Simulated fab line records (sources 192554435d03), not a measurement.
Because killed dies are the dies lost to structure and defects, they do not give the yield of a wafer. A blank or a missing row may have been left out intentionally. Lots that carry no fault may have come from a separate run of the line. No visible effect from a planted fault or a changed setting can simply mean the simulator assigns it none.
Split-lot trial :: flow n5_finfet :: 21 wafers read from 7 lots, route of 1938 steps

== ON THE SPLIT ==
At N5_DUMMY_GATE_EXPOSE_12 (exposes mask GATE, target cd 25 nm), the setting dose_mj was moved away from the recipe's 34 on 7 of the 21 wafers read, by -4.7% to +3.9%. For the rest of the wafers, this setting stayed at what the recipe calls for.

== FROM THE SPLIT TO THE READING: what the file shows between them, 2 steps ==
- N5_DUMMY_GATE_PEB_13: peb time 60 s
- N5_DUMMY_GATE_DEVELOP_14: develop time 30 s

== THE READING ==
cd_nm, in nm, at N5_DUMMY_GATE_CD_MEAS_15 (target cd 25.8 nm). A value of 24.97 nm with a standard deviation of 0.27 nm is what fault-free wafers of this fab line usually give.

wafer: L075.1
tool, chamber at the split: euv_scanner-01, 0
dose_mj as run: 34
against the recipe: recipe
cd_nm, nm: 24.90
against lot-mates on the recipe: -

wafer: L075.2
tool, chamber at the split: euv_scanner-01, 0
dose_mj as run: 34
against the recipe: recipe
cd_nm, nm: 24.80
against lot-mates on the recipe: -

wafer: L075.5
tool, chamber at the split: euv_scanner-01, 0
dose_mj as run: 34
against the recipe: recipe
cd_nm, nm: 25.01
against lot-mates on the recipe: -

wafer: L080.1
tool, chamber at the split: euv_scanner-02, 0
dose_mj as run: 34
against the recipe: recipe
cd_nm, nm: 24.89
against lot-mates on the recipe: -

wafer: L080.5
tool, chamber at the split: euv_scanner-02, 0
dose_mj as run: 34
against the recipe: recipe
cd_nm, nm: 25.10
against lot-mates on the recipe: -

wafer: L080.6
tool, chamber at the split: euv_scanner-02, 0
dose_mj as run: 34.89
against the recipe: +2.6%
cd_nm, nm: 24.42
against lot-mates on the recipe: -0.57

wafer: L082.1
tool, chamber at the split: euv_scanner-02, 0
dose_mj as run: 34
against the recipe: recipe
cd_nm, nm: 25.01
against lot-mates on the recipe: -

wafer: L082.3
tool, chamber at the split: euv_scanner-02, 0
dose_mj as run: 32.4
against the recipe: -4.7%
cd_nm, nm: 26.27
against lot-mates on the recipe: +1.13

wafer: L082.4
tool, chamber at the split: euv_scanner-02, 0
dose_mj as run: 34
against the recipe: recipe
cd_nm, nm: 25.26
against lot-mates on the recipe: -

wafer: L084.1
tool, chamber at the split: euv_scanner-01, 0
dose_mj as run: 34
against the recipe: recipe
cd_nm, nm: 24.69
against lot-mates on the recipe: -

wafer: L084.2
tool, chamber at the split: euv_scanner-01, 0
dose_mj as run: 34
against the recipe: recipe
cd_nm, nm: 24.99
against lot-mates on the recipe: -

wafer: L084.4
tool, chamber at the split: euv_scanner-01, 0
dose_mj as run: 32.42
against the recipe: -4.6%
cd_nm, nm: 26.46
against lot-mates on the recipe: +1.62

wafer: L085.1
tool, chamber at the split: euv_scanner-02, 0
dose_mj as run: 34
against the recipe: recipe
cd_nm, nm: 25.00
against lot-mates on the recipe: -

wafer: L085.5
tool, chamber at the split: euv_scanner-02, 0
dose_mj as run: 34
against the recipe: recipe
cd_nm, nm: 25.00
against lot-mates on the recipe: -

wafer: L085.6
tool, chamber at the split: euv_scanner-02, 0
dose_mj as run: 34
against the recipe: recipe
cd_nm, nm: 25.23
against lot-mates on the recipe: -

wafer: L089.3
tool, chamber at the split: euv_scanner-02, 0
dose_mj as run: 35.33
against the recipe: +3.9%
cd_nm, nm: 24.43
against lot-mates on the recipe: -0.32

wafer: L089.4
tool, chamber at the split: euv_scanner-02, 0
dose_mj as run: 35.33
against the recipe: +3.9%
cd_nm, nm: 24.38
against lot-mates on the recipe: -0.37

wafer: L089.6
tool, chamber at the split: euv_scanner-02, 0
dose_mj as run: 34
against the recipe: recipe
cd_nm, nm: 24.75
against lot-mates on the recipe: -

wafer: L094.1
tool, chamber at the split: euv_scanner-01, 0
dose_mj as run: 33.18
against the recipe: -2.4%
cd_nm, nm: 25.27
against lot-mates on the recipe: +0.06

wafer: L094.4
tool, chamber at the split: euv_scanner-01, 0
dose_mj as run: 33.18
against the recipe: -2.4%
cd_nm, nm: 25.59
against lot-mates on the recipe: +0.38

wafer: L094.6
tool, chamber at the split: euv_scanner-01, 0
dose_mj as run: 34
against the recipe: recipe
cd_nm, nm: 25.21
against lot-mates on the recipe: -

FIT RESULTS
A straight line over all 21 wafers: cd_nm changes by -0.225 nm for each +1% of dose_mj; r = -0.92; the points scatter about the line by 0.21 nm.
The same after taking each lot's own level away (the mean of its wafers on the recipe; 21 wafers): -0.193 nm for each +1%; r = -0.86; scatter 0.25 nm.
On that fit, the largest move of dose_mj shifts the reading by 0.91 nm.
The lots' own levels span 24.750 to 25.210 nm, that is 1.7 times the standard deviation above.
Hence the slope depends on the lot-to-lot level, as the two fits are not the same.
Check: with one of the wafers moved furthest among these (-4.7%) left out of the fit, the line predicts +0.903 nm for it against its lot-mates. It came out at +1.13 nm against them.

== THESE WAFERS: OTHER SPLITS ==
Other splits were also applied to these wafers ahead of the reading. Each is held against what the fit with the lots' levels taken away leaves over:
other split on the same wafers: N5_ZERO_LAYER_PECVD_02 time_s
wafers away from the commonest value: 10
r with cd_nm (lot level and that fit taken away): +0.17

other split on the same wafers: N5_PMOS_HMC_CHANNEL_EPI_HM_DEP_34 time_s
wafers away from the commonest value: 5
r with cd_nm (lot level and that fit taken away): +0.06

other split on the same wafers: N5_PMOS_HMC_CHANNEL_EPI_EXPOSE_06 dose_mj
wafers away from the commonest value: 7
r with cd_nm (lot level and that fit taken away): +0.23

other split on the same wafers: N5_FIN_SAQP_SPACER1_ALD_24 ald_cycles
wafers away from the commonest value: 8
r with cd_nm (lot level and that fit taken away): -0.18

other split on the same wafers: N5_DUMMY_GATE_PECVD_30 time_s
wafers away from the commonest value: 7
r with cd_nm (lot level and that fit taken away): +0.05

== THE FILE'S OWN FIT ==
cd_nm changes by -0.226 nm for each +1% of dose_mj, r = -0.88.
